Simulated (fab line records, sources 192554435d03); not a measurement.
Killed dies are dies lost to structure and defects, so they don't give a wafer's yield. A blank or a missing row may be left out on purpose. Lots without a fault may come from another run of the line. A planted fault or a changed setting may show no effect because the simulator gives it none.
A struck lot beside a sound one | flow n5_finfet | 36 steps out of a route of 1938
Sound: wafers L128.2, L128.4, L128.6. Struck: wafers L126.2, L126.5, L126.6. The cause comes at the end.
At each step with rows: each side's tool, then ch and its chambers, then its first start. Under that, the readings that differ: sound wafers | struck wafers | difference of the means | sigmas: that difference in standard deviations of wafers without a fault.
alike: readings whose means differ by less than 2 such deviations, and words and numbers that are the same on both sides. not compared: withheld readings, readings that some wafer has no value for, bounds like >300 that may hide the same value, and numbers for which the record gives no deviation and whose values overlap.
The two part at a step that has a row with sigmas, a row that says differs or no value, or rows on one side only. Numbers that don't overlap but have no deviation are shown without sigmas and don't part them. A reading that every wafer of one side lacks parts them only if that side has two wafers or more.

first, 9 steps without rows for these wafers: N5_BEOL_M4_ANNEAL_95 (time 240 s); N5_BEOL_M4_SPUTTER_96 (material Cu, target thk 4.5 nm, time 8.29 s); N5_BEOL_M4_ECD_50 (material Cu, target thk 300 nm); N5_BEOL_M4_ANNEAL_51 (time 90 s); N5_BEOL_M4_CMP_52 (polishes, stops on SiOC, t overpolish 6.8 s, target thk 40 nm); N5_BEOL_M4_PRE_CLEAN_60 (time 15 s); N5_BEOL_M4_CO_CAP_55 (material Co, precursor CCTBA/H2, target thk 2 nm, time 102.1 s); N5_BEOL_M4_PRE_CLEAN_56 (time 15 s); N5_BEOL_M4_DEP_57 (deposits SiCN from 3MS/NH3, target thk 8 nm, time 14 s).
N5_BEOL_M4_RC_MEAS_101:
  sound on prober-01 ch 0, day 12 09:55; struck on prober-02 ch 0, day 11 04:39
  alike: DIBL_N, DIBL_P, IOFF_N, IOFF_P, ION_N, ION_P, SS_N, SS_P, VT_N, VT_P
then, 24 steps without rows for these wafers: N5_BEOL_M5_ILD_DEP_00 (deposits SiCOH lowk from DEMS/porogen, target thk 140.64 nm, time 25.9 s); N5_BEOL_M5_CURE_79 (cures SiCOH lowk, time 240 s); N5_BEOL_M5_PECVD_70 (deposits SiO2 from TEOS/O2, target thk 16 nm, time 18 s); N5_BEOL_M5_HM_DEP_02 (deposits TiN, target thk 20 nm); N5_BEOL_M5_COAT_59 (time 60 s, resist thk 60 nm); N5_BEOL_M5_COAT_60 (time 60 s, resist thk 12 nm); N5_BEOL_M5_COAT_71 (time 60 s, resist thk 5 nm); N5_BEOL_M5_COAT_05 (resist thk 30 nm); N5_BEOL_M5_EBR_07; N5_BEOL_M5_SOFTBAKE_06 (time 60 s); N5_BEOL_M5_EXPOSE_08 (exposes mask M5, target cd 28 nm); N5_BEOL_M5_PEB_09 (peb time 60 s); N5_BEOL_M5_DEVELOP_10 (develop time 30 s); N5_BEOL_M5_DESCUM_16 (chemistry O2, time 7 s); N5_BEOL_M5_ETCH_72 (etches underlayer in N2/H2, target depth 6.5 nm, time 5.2 s); N5_BEOL_M5_ETCH_61 (etches SiARC in CF4, target depth 15.6 nm, time 26 s); N5_BEOL_M5_ETCH_62 (etches SOC in N2/H2, target depth 75 nm, overetch 15 nm, time 112.5 s); N5_BEOL_M5_STRIP_63 (strips in N2/H2); N5_BEOL_M5_STRIP_73 (strips in N2/H2); N5_BEOL_M5_STRIP_64 (strips in CF4); N5_BEOL_M5_HM_OPEN_17 (chemistry Cl2/BCl3, target TiN, target depth 20 nm, overetch 6 nm); N5_BEOL_M5_STRIP_19 (strips in O2); N5_BEOL_M5_COAT_65 (time 60 s, resist thk 60 nm); N5_BEOL_M5_COAT_66 (time 60 s, resist thk 12 nm).
-- the record jumps here: 3 days lie between the struck wafers' starts before and after (it left off in module BEOL_M5 and takes up again in module BEOL_M13, whose first step shown is number 1694 of the route) --
N5_BEOL_M13_ETCH_68: etches SOC in N2/H2, time 355 s.
  sound on rie_diel-02 ch 2,3, day 15 09:41; struck on rie_diel-05 ch 0,2, day 14 02:05
  no value came back on the struck wafers for any of 7 readings (bias_w (W), chamber_pressure_mTorr (mTorr) and others); on the sound wafers bias_w (W) reads 349.9 350.0 350.2
  reading                                     | sound        | struck            | difference | sigmas
  model.coat_of_BEOL_M13_COAT_22.thk_nm (nm)  | 0 0 0        | 212.8 211.6 212.4 | +212.3     |
  model.SiARC_of_BEOL_M13_COAT_66.thk_nm (nm) | 77 77.8 77.2 | 109.8 110 110     | +32.6      |
  not compared: rf_hours_counter_h
N5_PASSIVATION_PROBE_49:
  sound on prober-02, day 16 17:59; struck on prober-01, day 15 10:43
  reading                  | sound          | struck         | difference | sigmas
  defect_limited_yield (%) | 89.3 90.4 92.0 | 0 0 0          | -91        | -65
  killed_at_M4_up          | 5 15 8         | 1101 1079 1095 | +1082      | +99 or more
  killed_dies              | 126 113 94     | 1180 1180 1180 | +1069      | +67
  killed_on_rim            | 11 14 18       | 152 152 152    | +138       | +34
  killed_short             | 48 49 34       | 21 23 36       | -17        | -2
  sort_bin_5_function (%)  | 5.8 5.8 4.4    | 96.9 96.3 96.5 | +91.2      | +94
  sort_n_pass              | 1054 1067 1086 | 0 0 0          | -1069      | -67
  sort_yield_pct (%)       | 89.3 90.4 92.0 | 0 0 0          | -91        | -65
  alike: killed_at_M0_to_M3, killed_at_contacts, killed_at_front_end, killed_at_other, killed_open, sort_bin_6_memory

WHERE THEY PART
First at N5_BEOL_M13_ETCH_68; last, within this record, at N5_PASSIVATION_PROBE_49.

WHY: what the simulator had put in
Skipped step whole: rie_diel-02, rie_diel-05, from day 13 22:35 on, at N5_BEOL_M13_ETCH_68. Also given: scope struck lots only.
